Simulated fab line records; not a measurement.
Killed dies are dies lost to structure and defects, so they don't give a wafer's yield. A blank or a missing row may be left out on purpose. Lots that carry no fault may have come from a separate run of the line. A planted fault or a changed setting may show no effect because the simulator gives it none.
Split-lot study	flow n5-finfet	39 wafers read from 7 lots, route of 1938 steps

ON THE SPLIT
At N5_BEOL_M9_TRENCH_ETCH_37 (etches SiCOH lowk in C4F6/O2, target depth 151.43 nm, time 49 s), the setting target-depth-a was moved away from the recipe's 1514.3 angstrom on 12 of the 39 wafers read, by -57.4% to +50.4%. This setting was run at the recipe's value on the other wafers.

FROM THE SPLIT TO THE READING: what the file shows between them, 8 steps
- N5_BEOL_M9_ETCH_41: etches SiCN in CH3F/O2, target depth 36.6 nm, time 70.1 s
- N5_BEOL_M9_STRIP_80: strips in N2/H2, time 10 s
- N5_BEOL_M9_OCD_MEAS_38
- N5_BEOL_M9_HM_STRIP_39: strips TiN in peroxide tin strip, target depth 25 nm, time 158 s
- N5_BEOL_M9_SRD_40: time 30 s
- N5_BEOL_M9_ECD_50: material Cu, target thk 318 nm
- N5_BEOL_M9_ANNEAL_51: time 90 s
- N5_BEOL_M9_CMP_52: polishes, stops on SiCOH lowk, t overpolish 7 s, target thk 140 nm

THE READING
M9_THK, in nm, at N5_BEOL_M9_THK_MEAS_53 (measures by xrf). Fault-free wafers of this fab line usually give 139.1 nm, standard deviation 2 nm.

wafer	tool, chamber at the split	target-depth-a as run, angstrom	against the recipe	M9_THK, nm	against lot-mates on the recipe
L077.1	rie-diel-01, 3	2233	+47.5%	214.6	+73.8
L077.2	rie-diel-01, 1	1514.3	recipe	139.3	-
L077.3	rie-diel-01, 0	2233	+47.5%	213.0	+72.2
L077.4	rie-diel-01, 2	1514.3	recipe	140.8	-
L077.5	rie-diel-01, 0	1514.3	recipe	142.2	-
L077.6	rie-diel-01, 1	2233	+47.5%	209.6	+68.8
L081.1	rie-diel-02, 3	941.2	-37.8%	82.9	-56.7
L081.2	rie-diel-02, 1	1514.3	recipe	140.2	-
L081.3	rie-diel-02, 2	941.2	-37.8%	82.4	-57.2
L081.4	rie-diel-02, 0	941.2	-37.8%	83.9	-55.7
L081.5	rie-diel-02, 1	1514.3	recipe	139.4	-
L081.6	rie-diel-02, 2	1514.3	recipe	139.3	-
L088.1	rie-diel-02, 1	1514.3	recipe	137.5	-
L088.2	rie-diel-02, 2	1514.3	recipe	139.4	-
L088.3	rie-diel-02, 0	1514.3	recipe	141.1	-
L088.4	rie-diel-02, 0	1514.3	recipe	139.8	-
L088.5	rie-diel-02, 2	1514.3	recipe	138.3	-
L088.6	rie-diel-02, 1	1514.3	recipe	138.3	-
L090.1	rie-diel-01, 0	1514.3	recipe	140.4	-
L090.3	rie-diel-01, 1	1514.3	recipe	135.0	-
L090.6	rie-diel-01, 0	1514.3	recipe	137.8	-
L091.1	rie-diel-02, 3	645.4	-57.4%	51.6	-88.2
L091.2	rie-diel-02, 0	1514.3	recipe	140.3	-
L091.3	rie-diel-02, 1	645.4	-57.4%	51.7	-88.1
L091.4	rie-diel-02, 1	1514.3	recipe	141.2	-
L091.5	rie-diel-02, 3	1514.3	recipe	138.0	-
L091.6	rie-diel-02, 0	645.4	-57.4%	54.0	-85.8
L094.1	rie-diel-02, 1	1514.3	recipe	139.7	-
L094.2	rie-diel-02, 0	1514.3	recipe	143.8	-
L094.3	rie-diel-02, 2	1514.3	recipe	139.9	-
L094.4	rie-diel-02, 3	1514.3	recipe	141.1	-
L094.5	rie-diel-02, 1	1514.3	recipe	138.2	-
L094.6	rie-diel-02, 2	1514.3	recipe	141.2	-
L097.1	rie-diel-02, 2	1514.3	recipe	137.4	-
L097.2	rie-diel-02, 0	2277	+50.4%	222.5	+82.6
L097.3	rie-diel-02, 1	2277	+50.4%	218.3	+78.4
L097.4	rie-diel-02, 3	1514.3	recipe	142.5	-
L097.5	rie-diel-02, 2	2277	+50.4%	215.2	+75.3
L097.6	rie-diel-02, 3	1514.3	recipe	139.9	-

FIT RESULTS
A straight line over all 39 wafers: M9_THK changes by +1.53 nm for each +1% of target-depth-a; r = +1.00; the points scatter about the line by 2 nm.
The same after taking each lot's own level away (the mean of its wafers on the recipe; 39 wafers): +1.53 nm for each +1%; r = +1.00; scatter 1.8 nm.
That fit puts the effect of the largest move of target-depth-a on the reading at 88 nm.
From 137.73 to 140.77 nm: that is the span of the lots' own levels, equal to 1.5 times the standard deviation above.
The two slopes are in agreement: the lot-to-lot level therefore moves the slope only a little.
Check: for one of the wafers moved furthest among these (-57.4%), held out of the fit, the line's prediction against its lot-mates is -87.2 nm. Against them it came out at -88.2 nm.

THE WHOLE CHAIN: every reading that the file lists as answering this split, in the file's order
step	what it does	reading	change (the file's fit)	r (the file's)
N5_BEOL_M9_TRENCH_ETCH_37	etches SiCOH lowk in C4F6/O2, target depth 151.43 nm, time 49 s	BEOL_M9.feature-depth-nm (the simulator's own value, which no gauge read)	+1.51 nm for each +1% of the setting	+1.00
N5_BEOL_M9_TRENCH_ETCH_37	etches SiCOH lowk in C4F6/O2, target depth 151.43 nm, time 49 s	etch.depth-nm (the simulator's own value, which no gauge read)	+1.51 nm for each +1% of the setting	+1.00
N5_BEOL_M9_TRENCH_ETCH_37	etches SiCOH lowk in C4F6/O2, target depth 151.43 nm, time 49 s	TiN_of_BEOL_M9_HM_DEP_02.thk-nm (the simulator's own value, which no gauge read)	-0.0405 nm for each +1% of the setting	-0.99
N5_BEOL_M9_OCD_MEAS_38		trench-depth-nm	+1.5 nm for each +1% of the setting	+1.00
N5_BEOL_M9_CMP_52	polishes, stops on SiCOH lowk, t overpolish 7 s, target thk 140 nm	Cu_of_BEOL_M9_ECD_50.thk-nm (the simulator's own value, which no gauge read)	+1.51 nm for each +1% of the setting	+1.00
N5_BEOL_M9_THK_MEAS_53	measures by xrf	M9_THK	+1.53 for each +1% of the setting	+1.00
N5_BEOL_M9_RS_MEAS_57	measures by four-point-probe	M9_RS	not straight: 0.4798 at the lowest setting, 0.1518 at the recipe, 0.0941 at the highest	not given

THE FILE'S OWN FIT
M9_THK changes by +1.53 nm for each +1% of target-depth-a, r = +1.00.
